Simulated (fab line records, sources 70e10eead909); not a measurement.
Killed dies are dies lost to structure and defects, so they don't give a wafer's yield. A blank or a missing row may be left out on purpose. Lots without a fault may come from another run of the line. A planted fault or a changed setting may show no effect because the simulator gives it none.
A struck lot beside a sound one | flow nand_harc | 38 steps out of a route of 1302
Sound: wafers L629.1, L629.5, L629.6. Struck: wafers L613.1, L613.2, L613.6. The cause comes at the end.
At each step with rows: each side's tool, then ch and its chambers, then its first start. Under that, the readings that differ: sound wafers | struck wafers | difference of the means | sigmas: that difference in standard deviations of wafers without a fault.
alike: readings whose means differ by less than 2 such deviations, and words and numbers that are the same on both sides. not compared: withheld readings, readings that some wafer has no value for, bounds like >300 that may hide the same value, and numbers for which the record gives no deviation and whose values overlap.
The two part at a step that has a row with sigmas, a row that says differs or no value, or rows on one side only. Numbers that don't overlap but have no deviation are shown without sigmas and don't part them. A reading that every wafer of one side lacks parts them only if that side has two wafers or more.

first, 9 steps without rows for these wafers: NHARC_A_CHANNEL_HOLE_D1_DEP_00 (deposits aC, target thk 3100 nm); NHARC_A_CHANNEL_HOLE_D1_DEP_01 (deposits SiON, target thk 140 nm); NHARC_A_CHANNEL_HOLE_D1_DEHYDRATE_02 (time 120 s); NHARC_A_CHANNEL_HOLE_D1_HMDS_03 (time 30 s); NHARC_A_CHANNEL_HOLE_D1_COAT_36 (time 75 s); NHARC_A_CHANNEL_HOLE_D1_COAT_37 (time 65 s); NHARC_A_CHANNEL_HOLE_D1_COAT_04 (resist thk 90 nm); NHARC_A_CHANNEL_HOLE_D1_SOFTBAKE_05 (time 55 s); NHARC_A_CHANNEL_HOLE_D1_EBR_06.
NHARC_A_CHANNEL_HOLE_D1_EXPOSE_07: exposes mask HOLE D1, target cd 100 nm.
  sound on arfi_scanner-02 ch 0, day 17 22:21; struck on arfi_scanner-03 ch 0, day 11 07:33
  reading              | sound             | struck            | difference | sigmas
  exposure_dose_mJ_cm2 | 59.69 59.57 59.72 | 42.13 42.11 42.10 | -17.55     | -99 or more
  alike: mask, stage_vel_mm_s
then, 2 steps without rows for these wafers: NHARC_A_CHANNEL_HOLE_D1_PEB_08 (peb time 65 s); NHARC_A_CHANNEL_HOLE_D1_DEVELOP_09 (develop time 35 s).
NHARC_A_CHANNEL_HOLE_D1_CD_MEAS_10: target cd 100 nm.
  sound on cd_sem-03 ch 0, day 17 22:29; struck on cd_sem-03 ch 0, day 11 07:41
  reading    | sound            | struck         | difference | sigmas
  cd_nm (nm) | 100.4 99.8 100.0 | 83.2 83.0 83.7 | -16.8      | -28
NHARC_A_CHANNEL_HOLE_D1_DESCUM_15: chemistry O2, time 3 s.
  sound on rie_diel-02 ch 0,2,3, day 17 22:41; struck on rie_diel-07 ch 1,3, day 11 07:52
  reading                            | sound             | struck            | difference | sigmas
  model.A_CHANNEL_HOLE_D1.cd_nm (nm) | 100.2 99.93 100.1 | 83.32 83.55 84.05 | -16.44     |
  alike: drypump_motor_current_A, oes_product_au, rf_vpp_V, showerhead_plenum_p_Torr, throttle_valve_pct
  not compared: rf_hours_counter_h
then, 4 steps without rows for these wafers: NHARC_A_CHANNEL_HOLE_D1_ETCH_38 (etches the open film in CF4, target depth 39 nm, time 65 s); NHARC_A_CHANNEL_HOLE_D1_ETCH_39 (etches the open film in N2/H2, target depth 260 nm, time 325 s); NHARC_A_CHANNEL_HOLE_D1_ETCH_34 (etches the open film in CF4/CHF3, target depth 154 nm, time 77 s); NHARC_A_CHANNEL_HOLE_D1_ETCH_16 (etches the open film in O2/COS, target depth 3100 nm, time 806 s).
NHARC_A_CHANNEL_HOLE_D1_CD_MEAS_18:
  sound on cd_sem-01, day 17 23:55; struck on cd_sem-03, day 11 08:59
  reading    | sound     | struck   | difference | sigmas
  cd_nm (nm) | 95 103 98 | 84 81 84 | -16        | -5
then, 12 steps without rows for these wafers: NHARC_A_CHANNEL_HOLE_D1_ETCH_19 (etches the open film in C4F8/O2/Ar, time 34.5 s); NHARC_A_CHANNEL_HOLE_D1_ETCH_20 (etches the open film in C4F8/O2/Ar, time 361.9 s, target depth 1600 nm); NHARC_A_CHANNEL_HOLE_D1_ETCH_21 (etches the open film in C4F8/O2/Ar, time 514.3 s, target depth 1600 nm); NHARC_A_CHANNEL_HOLE_D1_ETCH_22 (etches the open film in C4F8/O2/Ar, time 666.7 s, target depth 1600 nm); NHARC_A_CHANNEL_HOLE_D1_ETCH_23 (etches the open film in C4F8/O2/Ar, time 819 s, target depth 1600 nm); NHARC_A_CHANNEL_HOLE_D1_ETCH_24 (etches the open film in C4F8/O2/Ar, time 906.2 s, target depth 1500 nm); NHARC_A_CHANNEL_HOLE_D1_ETCH_25 (etches the open film in C4F8/O2/Ar, time 1040.2 s, target depth 1500 nm); NHARC_A_CHANNEL_HOLE_D1_ETCH_26 (etches the open film in C4F8/O2/Ar, time 224.1 s, target depth 300 nm); NHARC_A_CHANNEL_HOLE_D1_ETCH_33 (etches the open film in C4F8/O2/Ar, time 90 s, target depth 400 nm); NHARC_A_CHANNEL_HOLE_D1_STRIP_41 (strips in N2/H2); NHARC_A_CHANNEL_HOLE_D1_STRIP_42 (strips in CF4/CHF3); NHARC_A_CHANNEL_HOLE_D1_STRIP_43 (strips in O2/COS).
NHARC_A_CHANNEL_HOLE_D1_ETCH_44: etches the open film in CF4/O2, target depth 140 nm, overetch 14 nm, time 77 s.
  sound on rie_diel-07 ch 1,2, day 18 06:32; struck on rie_diel-07 ch 1,2,3, day 11 13:46
  reading                            | sound             | struck            | difference | sigmas
  model.A_CHANNEL_HOLE_D1.cd_nm (nm) | 93.36 92.51 88.88 | 71.99 69.75 73.57 | -19.81     |
  alike: drypump_motor_current_A, oes_o_777_au, oes_product_au, rf_vpp_V, showerhead_plenum_p_Torr, throttle_valve_pct
  not compared: rf_hours_counter_h
then, 3 steps without rows for these wafers: NHARC_A_CHANNEL_HOLE_D1_STRIP_27 (strips in O2); NHARC_A_CHANNEL_HOLE_D1_PRECLEAN_28 (cleans in SC1); NHARC_A_CHANNEL_HOLE_D1_SRD_29.
NHARC_A_CHANNEL_HOLE_D1_CD_MEAS_30:
  sound on cd_sem-03, day 18 07:20; struck on cd_sem-03, day 11 14:34
  reading    | sound          | struck         | difference | sigmas
  cd_nm (nm) | 93.2 92.0 89.6 | 72.3 69.8 73.6 | -19.7      | -11
NHARC_A_CHANNEL_HOLE_D1_XSEM_31:
  sound on xsem-02 ch 0, day 18 07:26; struck on xsem-01 ch 0, day 11 14:38
  reading        | sound          | struck         | difference | sigmas
  bot_cd_nm (nm) | 77.5 76.5 74.3 | 55.8 53.6 57.8 | -20.4      | -11
  alike: bow_nm, tilt_deg
-- the record jumps here: 16 days lie between the struck wafers' starts before and after (it left off in module A_CHANNEL_HOLE_D1 and takes up again in module END, whose first step shown is number 1301 of the route) --
NHARC_END_WLT_00:
  sound on prober-01, day 33 22:53; struck on prober-01, day 27 20:43
  reading                           | sound             | struck      | difference | sigmas
  VT_DECK1_BOTTOM                   | 0.875 0.873 0.871 | 0.803 0.809 | -0.067     | -8
  VT_DECK1_BOTTOM_INNER             | 0.890 0.878 0.875 | 0.801 0.809 | -0.076     | -8
  VT_DECK1_MEDIAN_NEAR_BOTTOM       | 0.877 0.881 0.878 | 0.801 0.811 | -0.073     | -8
  VT_DECK1_MEDIAN_NEAR_BOTTOM_INNER | 0.877 0.876 0.875 | 0.802 0.812 | -0.069     | -8
  VT_DECK1_MIDDLE                   | 0.894 0.890 0.876 | 0.817 0.838 | -0.059     | -7
  VT_DECK1_MIDDLE_INNER             | 0.882 0.880 0.890 | 0.826 0.821 | -0.061     | -7
  VT_DECK1_TOP                      | 0.905 0.894 0.901 | 0.851 0.849 | -0.050     | -6
  VT_DECK1_TOP_INNER                | 0.903 0.901 0.900 | 0.840 0.845 | -0.059     | -7
  alike: VT_DECK2_BOTTOM, VT_DECK2_BOTTOM_INNER, VT_DECK2_MEDIAN_NEAR_BOTTOM, VT_DECK2_MEDIAN_NEAR_BOTTOM_INNER, VT_DECK2_MIDDLE, VT_DECK2_MIDDLE_INNER, VT_DECK2_TOP, VT_DECK2_TOP_INNER

WHERE THEY PART
First at NHARC_A_CHANNEL_HOLE_D1_EXPOSE_07; last, within this record, at NHARC_END_WLT_00.

WHY: what the simulator had put in
Process parameter drift: arfi_scanner-03, from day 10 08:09 on, at NHARC_A_CHANNEL_HOLE_D1_EXPOSE_07. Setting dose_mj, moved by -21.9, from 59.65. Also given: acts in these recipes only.
